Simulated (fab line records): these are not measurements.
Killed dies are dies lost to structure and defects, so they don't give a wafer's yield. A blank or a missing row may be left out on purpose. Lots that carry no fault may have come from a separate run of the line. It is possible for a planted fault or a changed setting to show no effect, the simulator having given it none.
Split-lot experiment ; flow n5_finfet ; 21 wafers read across 7 lots, on a route 1938 steps long

THE SPLIT
At N5_GATE_CUT_EXPOSE_10 (exposes mask GATE CUT, target cd 20 nm), the setting dose_mj was moved away from the recipe's 43.25 on 7 of the 21 wafers read, by -4.7% to +5.4%. For the rest of the wafers, this setting stayed at what the recipe calls for.

FROM THE SPLIT TO THE READING: what the file shows between them, 2 steps
- N5_GATE_CUT_PEB_11: peb time 60 s
- N5_GATE_CUT_DEVELOP_12: develop time 30 s

THE READING
cd_nm at N5_GATE_CUT_CD_MEAS_13, given in nm (cd target 20 nm). Typical for fault-free wafers on this fab line: 20.08 nm, with standard deviation 0.25 nm.

wafer;tool, chamber at the split;dose_mj as run;against the recipe;cd_nm, nm;against lot-mates on the recipe
L074.3;euv_scanner-02, 0;41.4;-4.3%;18.87;-1.15
L074.5;euv_scanner-02, 0;43.25;recipe;20.02;-
L074.6;euv_scanner-02, 0;41.4;-4.3%;18.80;-1.22
L075.3;euv_scanner-02, 0;43.25;recipe;20.06;-
L075.4;euv_scanner-02, 0;43.25;recipe;19.75;-
L075.5;euv_scanner-02, 0;43.25;recipe;19.99;-
L077.2;euv_scanner-02, 0;43.25;recipe;19.86;-
L077.3;euv_scanner-02, 0;41.28;-4.6%;19.13;-0.85
L077.5;euv_scanner-02, 0;43.25;recipe;20.09;-
L078.1;euv_scanner-02, 0;43.25;recipe;19.93;-
L078.2;euv_scanner-02, 0;43.25;recipe;20.24;-
L078.4;euv_scanner-02, 0;43.25;recipe;19.86;-
L088.1;euv_scanner-02, 0;45.55;+5.3%;21.41;+1.38
L088.2;euv_scanner-02, 0;43.25;recipe;20.00;-
L088.3;euv_scanner-02, 0;43.25;recipe;20.06;-
L090.2;euv_scanner-02, 0;41.23;-4.7%;19.12;-1.14
L090.3;euv_scanner-02, 0;41.23;-4.7%;19.44;-0.82
L090.4;euv_scanner-02, 0;43.25;recipe;20.26;-
L094.3;euv_scanner-02, 0;43.25;recipe;19.98;-
L094.5;euv_scanner-02, 0;43.25;recipe;20.01;-
L094.6;euv_scanner-02, 0;45.57;+5.4%;20.89;+0.89

FIT RESULTS
A straight line over all 21 wafers: cd_nm changes by +0.209 nm for each +1% of dose_mj; r = +0.95; the points scatter about the line by 0.2 nm.
The same after taking each lot's own level away (the mean of its wafers on the recipe; 21 wafers): +0.222 nm for each +1%; r = +0.97; scatter 0.16 nm.
That fit puts the effect of the largest move of dose_mj on the reading at 1.2 nm.
The lots' own levels span 19.933 to 20.260 nm, that is 1.3 times the standard deviation above.
Hence the lot-to-lot level has little effect on the slope; both slopes agree.
Check: for one of the wafers moved furthest among these (+5.4%), held out of the fit, the line's prediction against its lot-mates is +1.29 nm. It came out at +0.895 nm against them.

ADDITIONAL SPLITS CARRIED BY THESE WAFERS
Other splits were also applied to these wafers ahead of the reading. Each is held against what the fit with the lots' levels taken away leaves over:
other split on the same wafers;wafers away from the commonest value;r with cd_nm (lot level and that fit taken away)
N5_ZERO_LAYER_PECVD_02 time_s;10;-0.38
N5_FIN_SAQP_ETCH_65 time_s;7;+0.37
N5_DUMMY_GATE_COAT_28 spin_rpm;9;+0.03
N5_SD_EPI_N_EXPOSE_06 dose_mj;5;-0.21
N5_SD_EPI_N_ETCH_35 source_w;9;-0.23
N5_SD_EPI_P_ETCH_36 bias_w;6;-0.06
N5_HKMG_FIN_ETCH_54 source_w;10;+0.18
N5_GATE_CUT_COAT_27 spin_rpm;5;-0.17

THE WHOLE CHAIN: every reading that the file lists as answering this split, in the file's order
step;what it does;reading;change (the file's fit);r (the file's)
N5_GATE_CUT_CD_MEAS_13;target cd 20 nm;cd_nm;+0.217 nm for each +1% of the setting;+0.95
N5_GATE_CUT_DESCUM_18;chemistry O2, time 7 s;GATE_CUT.cd_nm (the simulator's own value, which no gauge read);+0.233 nm for each +1% of the setting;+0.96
N5_GATE_CUT_ETCH_28;etches underlayer in N2/H2, target depth 13 nm, time 10.4 s;GATE_CUT.cd_nm (the simulator's own value, which no gauge read);+0.224 nm for each +1% of the setting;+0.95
N5_GATE_CUT_ETCH_36;etches SiARC in CF4, target depth 13 nm, time 21.7 s;GATE_CUT.cd_nm (the simulator's own value, which no gauge read);+0.215 nm for each +1% of the setting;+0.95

FILE'S OWN FIT
cd_nm changes by +0.217 nm for each +1% of dose_mj, r = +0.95.
